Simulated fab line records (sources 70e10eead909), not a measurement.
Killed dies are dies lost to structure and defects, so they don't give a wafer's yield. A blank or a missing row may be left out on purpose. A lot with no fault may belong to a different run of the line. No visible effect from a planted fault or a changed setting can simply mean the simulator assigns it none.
Problem report in the 8D (eight disciplines) form, filled by code :: flow nand harc :: the parts of the form that need people (team, actions taken, sign-off) are left out

## 1. PROBLEM STATEMENT
oes product au at NHARC_A_CONTACT_ETCH_110 reads a mean of 0.948 a.u. on 1 wafer of 1 lot; wafers without a fault read 1.004 a.u. with a standard deviation of 0.012. That puts it -4.7 standard deviations away from the usual mean.
The step: etches the open film in CF4/O2, target depth 60 nm, overetch 6 nm, time 33 s.
First observed at day 29 16:31: wafer L673.3, on rie diel-08. Wafers with a number at this step in the record: 35, from 13 lots. By rule, "out" or "out of limits" means more than 4 standard deviations away from the usual mean. The other wafers with a number count as sound.

## 2. WHAT IT IS; WHAT IT IS NOT
question: which readings at this step
is: oes product au
is not: drypump motor current A, oes_f_703_au, rf vpp V, showerhead plenum p Torr

question: which lots
is: L673
is not: L656, L657, L658, L660, L661, L662, L664, L665, L666, L667, L674, L679

question: which wafers of those lots
is: all that have a number
is not: -

question: read on which tools
is: rie diel-08
is not: rie diel-09, rie diel-13

question: when
is: from day 29 16:31
is not: up to then (30 sound wafers); but 4 sound wafers of L674, L679 came after

## 3. THE SUSPECTS, EACH WITH WHAT RULES IT OUT
Counting: a tool at any process step up to the reading remains a suspect when it ran all the lots that are out and ran no sound lot after the first of those.
- rie diel-09 at NHARC_A_CONTACT_ETCH_31 (etches the open film in O2/COS, target depth 2800 nm, time 728 s): ruled out as a lasting fault. After its first lot that is out, L673 (day 29 16:13), sound lots L674 ran on it. NHARC_A_CONTACT_ETCH_31: start missing for some lots; hours and lot order therefore follow NHARC_A_CONTACT_CD_MEAS_15.
- rie diel-09 at NHARC_A_CONTACT_ETCH_98 (etches the open film in C4F6/O2, target depth 20 nm, time 10 s): ruled out as a lasting fault. After its first lot that is out, L673 (day 29 16:13), sound lots L679 ran on it. NHARC_A_CONTACT_ETCH_98: start missing for some lots; hours and lot order therefore follow NHARC_A_CONTACT_CD_MEAS_15.
- rie diel-08 at NHARC_A_CONTACT_ETCH_110 (etches the open film in CF4/O2, target depth 60 nm, overetch 6 nm, time 33 s): ruled out as a lasting fault. After its first lot that is out, L673 (day 29 16:31), sound lots L674 ran on it.
Left after counting: nothing in the record.

## 4. THE CAUSE (what the simulator had put in)
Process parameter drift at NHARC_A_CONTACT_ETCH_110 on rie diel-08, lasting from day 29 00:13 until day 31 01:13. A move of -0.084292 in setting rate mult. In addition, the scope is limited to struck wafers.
Counting ruled it out, wrongly.

## 5. SEQUENCE OF EFFECTS, ordered by route
One row per reading whose mean, taken over the struck wafers that have a number, lies over 3 standard deviations from the usual. Only readings for which the record gives a usual standard deviation are gone through. hours: the time from each lot's start at the first step in this table that gives one to its start at this step, as a median over the lots. sigmas: the change in usual standard deviations.
hours: 0
step: NHARC_A_CONTACT_ETCH_110
reading: oes product au
usual: 1.004 a.u.
on struck wafers: 0.948
change: -0.056
sigmas: -4.7
Here are the process steps it includes:
- NHARC_A_CONTACT_ETCH_110: etches the open film in CF4/O2, target depth 60 nm, overetch 6 nm, time 33 s.

## 6. HOW IT WOULD HAVE BEEN CAUGHT EARLIER
16 hours passed between the start of the fault at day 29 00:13 and the first reading out of limits in this record, taken at day 29 16:31.
